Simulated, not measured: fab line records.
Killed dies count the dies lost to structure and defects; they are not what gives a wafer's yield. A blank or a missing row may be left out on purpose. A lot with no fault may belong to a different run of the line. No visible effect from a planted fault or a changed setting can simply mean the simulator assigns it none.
Matching of chambers :: flow nand_harc :: NHARC_A_STAIRCASE_DESCUM_443 on rie_diel-04: 4 sister chambers
The step chemistry O2, time 3 s. 8 wafers are shown with their chamber, then 7 later ones without.

## EACH WAFER AND ITS CHAMBER
wafer: L074.3
chamber: 1
showerhead_plenum_p_Torr (Torr): 2.01
oes_product_au (a.u.): 1.009

wafer: L075.1
chamber: 0
showerhead_plenum_p_Torr (Torr): 1.93
oes_product_au (a.u.): 0.993

wafer: L075.3
chamber: 1
showerhead_plenum_p_Torr (Torr): 2.01
oes_product_au (a.u.): 1.009

wafer: L085.1
chamber: 0
showerhead_plenum_p_Torr (Torr): 1.92
oes_product_au (a.u.): 0.982

wafer: L085.3
chamber: 2
showerhead_plenum_p_Torr (Torr): 1.81
oes_product_au (a.u.): 1.000

wafer: L085.6
chamber: 3
showerhead_plenum_p_Torr (Torr): 1.98
oes_product_au (a.u.): 0.988

wafer: L091.1
chamber: 3
showerhead_plenum_p_Torr (Torr): 1.98
oes_product_au (a.u.): 0.998

wafer: L091.4
chamber: 2
showerhead_plenum_p_Torr (Torr): 1.81
oes_product_au (a.u.): 0.989

## WAFERS MISSING THEIR CHAMBER
wafer: L091.5
showerhead_plenum_p_Torr (Torr): 2.00
oes_product_au (a.u.): 1.000

wafer: L092.1
showerhead_plenum_p_Torr (Torr): 2.00
oes_product_au (a.u.): 0.993

wafer: L092.3
showerhead_plenum_p_Torr (Torr): 1.98
oes_product_au (a.u.): 0.991

wafer: L092.5
showerhead_plenum_p_Torr (Torr): 1.81
oes_product_au (a.u.): 1.002

wafer: L095.2
showerhead_plenum_p_Torr (Torr): 2.00
oes_product_au (a.u.): 1.001

wafer: L095.4
showerhead_plenum_p_Torr (Torr): 1.92
oes_product_au (a.u.): 0.984

wafer: L095.6
showerhead_plenum_p_Torr (Torr): 1.80
oes_product_au (a.u.): 1.000

## WHICH CHAMBER EACH ONE RAN IN
wafer: L091.5
from the rows above: 1
in truth: 1

wafer: L092.1
from the rows above: can't be placed: 1 or 3
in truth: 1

wafer: L092.3
from the rows above: 3
in truth: 3

wafer: L092.5
from the rows above: 2
in truth: 2

wafer: L095.2
from the rows above: 1
in truth: 1

wafer: L095.4
from the rows above: 0
in truth: 0

wafer: L095.6
from the rows above: 2
in truth: 2
Placed correctly: 6 of 7. Not placeable from these rows: 1 (in 1, the candidates include the true chamber). 0 placed wrongly.
How it was worked out, from the rows above alone: a wafer's distance from a chamber is the root of the sum, over the readings, of the square of ((its reading less the chamber's mean) divided by the reading's scatter). If the next closest chamber is less than 2 further off than the closest, the wafer can't be placed; otherwise it belongs to the closest. A chamber's mean is the mean of its shown wafers. The scatter: take each reading less its chamber's mean, square it, sum over the shown wafers, divide by the number of wafers less the number of chambers, and take the root.
